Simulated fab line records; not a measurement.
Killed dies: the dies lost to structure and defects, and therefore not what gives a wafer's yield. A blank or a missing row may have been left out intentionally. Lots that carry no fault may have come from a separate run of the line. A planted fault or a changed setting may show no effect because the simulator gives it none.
Chamber matching -- flow nandHarc -- NHARC_A_STAIRCASE_TRIM_220 on rieDiel-09 has 4 sister chambers
The step chemistry O2, time 211.2 s. 4 wafers are shown with their chamber, then 7 later ones without.

WAFERS, EACH WITH ITS CHAMBER
wafer,chamber,showerheadPlenumPTorr (Torr)
L330.1,1,3.66
L333.5,2,3.42
L335.1,3,3.60
L335.2,0,3.47

WAFERS MISSING THEIR CHAMBER
wafer,showerheadPlenumPTorr (Torr)
L335.4,3.65
L344.1,3.59
L344.4,3.59
L344.6,3.64
L343.1,3.40
L343.2,3.46
L343.3,3.59

WHICH CHAMBER EACH ONE RAN IN
wafer,from the rows above,in truth
L335.4,1,1
L344.1,3,3
L344.4,3,3
L344.6,can't be placed: 1 or 3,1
L343.1,2,2
L343.2,0,0
L343.3,3,3
Placed correctly: 6 of 7. These rows do not allow placing 1 (true chamber among the candidates in 1). Wrongly placed: 0.
How it was worked out, from the rows above alone: a wafer's distance from a chamber is the root of the sum, over the readings, of the square of ((its reading less the chamber's mean) divided by the reading's scatter). The wafer belongs to the nearest chamber; if the next one is less than 2 further off, it can't be placed. Each chamber's mean is taken over the wafers shown for it. The scatter (one wafer shown for each chamber): square how far every hidden wafer sits from the nearest shown wafer, average those squares and take the square root.
